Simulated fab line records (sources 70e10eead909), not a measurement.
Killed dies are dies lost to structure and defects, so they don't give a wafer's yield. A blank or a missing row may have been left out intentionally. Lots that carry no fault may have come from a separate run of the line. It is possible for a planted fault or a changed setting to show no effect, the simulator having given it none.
Which tool was responsible? | flow nand-harc | Sampling: 13 lots, 36 wafers, 5 of 1159 route steps

== WHAT THE GAUGES SHOWED, per wafer ==
NHARC_END_SORT_01.
lot  | measured     | on        | killed-at-array | killed-at-other | killed-at-periphery | killed-dies | killed-open | killed-short
L795 | day 22 18:56 | prober-02 | 327 282         | 1 0             | 3 3                 | 331 285     | 3 1         | 2 2
L797 | day 23 16:44 | prober-01 | 347 267         | 2 1             | 2 2                 | 351 270     | 5 5         | 1 2
L798 | day 23 17:33 | prober-02 | 43 370          | 0 0             | 1 2                 | 44 372      | 4 4         | 4 2

== EACH LOT AND THE TOOL THAT RAN IT (in order: tool; ch and the chambers of the sampled wafers; start) ==
lot  | NHARC_A_STAIRCASE_ETCH_17                     | NHARC_A_STAIRCASE_TRIM_18          | NHARC_A_STAIRCASE_TRIM_20          | NHARC_A_STAIRCASE_STRIP_175
L781 | rie-diel-10 ch 1,2,3, day 10 14:04 or earlier | rie-diel-10 ch 2,3, day 10 14:04   | rie-diel-11 ch 1,3, day 10 14:25   | plasma-asher-02 ch 0,1, day 10 15:43
L780 | rie-diel-13 ch 0,2,3, day 10 18:19 or earlier | rie-diel-13 ch 2,3, day 10 18:19   | rie-diel-13 ch 0,1,2, day 10 18:41 | plasma-asher-02 ch 0,1, day 10 20:29
L782 | rie-diel-10 ch 2,3, day 11 11:14 or earlier   | rie-diel-10 ch 1,2, day 11 11:14   | rie-diel-11 ch 0,1,3, day 11 11:38 | plasma-asher-01 ch 0,1, day 11 14:44
L784 | rie-diel-11 ch 1,3, day 11 19:28 or earlier   | rie-diel-11 ch 0,2,3, day 11 19:28 | rie-diel-13 ch 0,2, day 11 19:49   | plasma-asher-01 ch 0,1, day 11 20:54
L786 | rie-diel-10 ch 1,2,3, day 12 06:15 or earlier | rie-diel-10 ch 1,2, day 12 06:15   | rie-diel-13 ch 0,1,3, day 12 06:37 | plasma-asher-02 ch 0,1, day 12 07:49
L788 | rie-diel-11 ch 0,2,3, day 12 16:02 or earlier | rie-diel-11 ch 0,3, day 12 16:02   | rie-diel-11 ch 0,3, day 12 16:26   | plasma-asher-02 ch 0, day 12 18:32
L787 | rie-diel-11 ch 0,1, day 12 20:04 or earlier   | rie-diel-11 ch 0,3, day 12 20:04   | rie-diel-11 ch 1,2,3, day 12 20:40 | plasma-asher-01 ch 1, day 12 23:05
L791 | rie-diel-11 ch 0,1,3, day 13 03:28 or earlier | rie-diel-11 ch 2,3, day 13 03:28   | rie-diel-10 ch 0,3, day 13 03:49   | plasma-asher-01 ch 0,1, day 13 04:53
L795 | rie-diel-10 ch 1,2, day 14 15:19 or earlier   | rie-diel-10 ch 2,3, day 14 15:19   | rie-diel-11 ch 1,3, day 14 15:39   | plasma-asher-02 ch 0, day 14 16:44
L797 | rie-diel-10 ch 0,2, day 15 04:55 or earlier   | rie-diel-10 ch 0, day 15 04:55     | rie-diel-13 ch 0, day 15 05:16     | plasma-asher-01 ch 1, day 15 06:22
L798 | rie-diel-10 ch 3, day 15 05:08 or earlier     | rie-diel-10 ch 2,3, day 15 05:08   | rie-diel-11 ch 2,3, day 15 05:32   | plasma-asher-01 ch 0, day 15 06:45
L801 | rie-diel-13 ch 0,1, day 16 16:23 or earlier   | rie-diel-13 ch 0,1,3, day 16 16:23 | rie-diel-13 ch 1,2,3, day 16 16:44 | plasma-asher-01 ch 0,1, day 16 17:47
L803 | rie-diel-11 ch 0,1, day 17 04:22 or earlier   | rie-diel-11 ch 0,1,2, day 17 04:22 | rie-diel-11 ch 1,2, day 17 04:43   | plasma-asher-02 ch 0,1, day 17 05:52
- NHARC_A_STAIRCASE_ETCH_17: etches the open film in C4F8/O2, target depth 100 nm, time 40.5 s.
- NHARC_A_STAIRCASE_TRIM_18: chemistry O2, time 211.2 s.
- NHARC_A_STAIRCASE_TRIM_20: chemistry O2, time 211.2 s.
- NHARC_A_STAIRCASE_STRIP_175: strips in O2.

== AS READ BY THE TOOLS THEMSELVES (means over the sampled wafers that have a number; for cases with no such wafer, the mark the record gives instead) ==
NHARC_A_STAIRCASE_ETCH_17.
lot  | tool        | oes-product-au (a.u.) | rf-vpp-V (V)
L781 | rie-diel-10 | 0.940                 | 893
L780 | rie-diel-13 | 0.965                 | 893
L782 | rie-diel-10 | 0.941                 | 897
L784 | rie-diel-11 | 0.929                 | 890
L786 | rie-diel-10 | 0.934                 | 893
L788 | rie-diel-11 | 0.943                 | 897
L787 | rie-diel-11 | 0.927                 | 891
L791 | rie-diel-11 | 0.932                 | 893
L795 | rie-diel-10 | 0.940                 | 888
L797 | rie-diel-10 | 0.932                 | 898
L798 | rie-diel-10 | 0.925                 | 898
L801 | rie-diel-13 | 0.958                 | 901
L803 | rie-diel-11 | 0.933                 | 891

NHARC_A_STAIRCASE_TRIM_18.
lot  | tool        | drypump-motor-current-A (A) | oes-product-au (a.u.) | rf-vpp-V (V) | showerhead-plenum-p-Torr (Torr) | throttle-valve-pct (%)
L781 | rie-diel-10 | 5.9                         | 1.004                 | 58.6         | 3.57                            | 17.040
L780 | rie-diel-13 | 5.1                         | 1.005                 | 57.7         | 3.46                            | 17.032
L782 | rie-diel-10 | 6.1                         | 1.012                 | 57.2         | 3.32                            | 17.034
L784 | rie-diel-11 | 6.2                         | 0.991                 | 57.1         | 3.55                            | 17.039
L786 | rie-diel-10 | 5.8                         | 1.011                 | 58.0         | 3.38                            | 17.043
L788 | rie-diel-11 | 6.0                         | 1.006                 | 58.0         | 3.52                            | 17.042
L787 | rie-diel-11 | 6.0                         | 0.997                 | 58.0         | 3.51                            | 17.030
L791 | rie-diel-11 | 6.3                         | 1.003                 | 57.5         | 3.54                            | 17.035
L795 | rie-diel-10 | 5.8                         | 1.214                 | 57.3         | 3.51                            | 17.034
L797 | rie-diel-10 | 6.3                         | 1.208                 | 58.3         | 3.71                            | 17.036
L798 | rie-diel-10 | 5.8                         | 1.111                 | 56.0         | 3.50                            | 17.029
L801 | rie-diel-13 | 5.3                         | 1.022                 | 57.0         | 3.51                            | 17.039
L803 | rie-diel-11 | 5.9                         | 0.995                 | 57.1         | 3.47                            | 17.042

NHARC_A_STAIRCASE_TRIM_20.
lot  | tool        | drypump-motor-current-A (A) | oes-product-au (a.u.) | rf-vpp-V (V) | showerhead-plenum-p-Torr (Torr) | throttle-valve-pct (%)
L781 | rie-diel-11 | 5.7                         | 0.994                 | 57.4         | 3.45                            | 17.033
L780 | rie-diel-13 | 5.4                         | 1.017                 | 57.2         | 3.47                            | 17.044
L782 | rie-diel-11 | 5.7                         | 0.989                 | 56.8         | 3.46                            | 17.036
L784 | rie-diel-13 | 5.4                         | 1.026                 | 58.0         | 3.55                            | 17.044
L786 | rie-diel-13 | 5.3                         | 1.009                 | 57.9         | 3.35                            | 17.041
L788 | rie-diel-11 | 6.0                         | 1.006                 | 58.2         | 3.52                            | 17.039
L787 | rie-diel-11 | 5.9                         | 0.989                 | 58.2         | 3.46                            | 17.040
L791 | rie-diel-10 | 6.2                         | 0.999                 | 58.1         | 3.68                            | 17.042
L795 | rie-diel-11 | 5.6                         | 0.998                 | 57.0         | 3.40                            | 17.038
L797 | rie-diel-13 | 5.2                         | 1.022                 | 59.2         | 3.80                            | 17.035
L798 | rie-diel-11 | 6.2                         | 0.998                 | 57.8         | 3.52                            | 17.031
L801 | rie-diel-13 | 5.3                         | 1.006                 | 57.5         | 3.47                            | 17.034
L803 | rie-diel-11 | 5.6                         | 1.012                 | 57.6         | 3.39                            | 17.037

NHARC_A_STAIRCASE_STRIP_175.
lot  | tool            | drypump-motor-current-A (A) | heater-power-w (W)
L781 | plasma-asher-02 | 5.6                         | 329
L780 | plasma-asher-02 | 5.8                         | 318
L782 | plasma-asher-01 | 5.6                         | 315
L784 | plasma-asher-01 | 5.6                         | 320
L786 | plasma-asher-02 | 5.6                         | 324
L788 | plasma-asher-02 | 5.3                         | 341
L787 | plasma-asher-01 | 5.7                         | 356
L791 | plasma-asher-01 | 5.6                         | 301
L795 | plasma-asher-02 | 5.3                         | 340
L797 | plasma-asher-01 | 5.7                         | 358
L798 | plasma-asher-01 | 5.5                         | 280
L801 | plasma-asher-01 | 5.6                         | 332
L803 | plasma-asher-02 | 5.6                         | 329

== THE ANSWER, worked out from the rows above alone ==
Rule: usual is defined by the lots themselves. The widest of any qualifying gaps counts: lots, ordered by their means at a reading, are off when they make up no more than a third of the lots, leave a main group of 4 or more, and stand apart from it by 3 or more times the standard deviation of that group's means. A main group is skipped when, at the precision printed for the reading in the tables above, its means are all equal. A lot without any number at a reading at which 4 lots or more have one is off too. Any other lot the step has rows for is counted as sound. Order of review: gauges by route order, followed by the tools' own readings, for which a lot's mean as printed above is used. At the first step where some lot is off, the reading lying furthest off is the one used; lots without a number count as furthest.
Off at NHARC_A_STAIRCASE_TRIM_18 (oes-product-au): L795, L797, L798. For the main group the mean is 1.005 a.u. and the standard deviation 0.0086.
A tool fits if, at that step or a process step before it, it ran every lot that is off, and no sound lot after the first of them. Because NHARC_A_STAIRCASE_ETCH_17 lacks a start for some lots, the hours and order of its lots are taken from NHARC_A_STAIRCASE_TRIM_18. One candidate fits, namely rie-diel-10 at NHARC_A_STAIRCASE_ETCH_17 and NHARC_A_STAIRCASE_TRIM_18. At NHARC_A_STAIRCASE_ETCH_17 its last sound lot is L786 (day 12 06:15), its first lot that is off L795 (day 14 15:19): a fault that began between those two fits.

== WHAT THE SIMULATOR HAD INSERTED ==
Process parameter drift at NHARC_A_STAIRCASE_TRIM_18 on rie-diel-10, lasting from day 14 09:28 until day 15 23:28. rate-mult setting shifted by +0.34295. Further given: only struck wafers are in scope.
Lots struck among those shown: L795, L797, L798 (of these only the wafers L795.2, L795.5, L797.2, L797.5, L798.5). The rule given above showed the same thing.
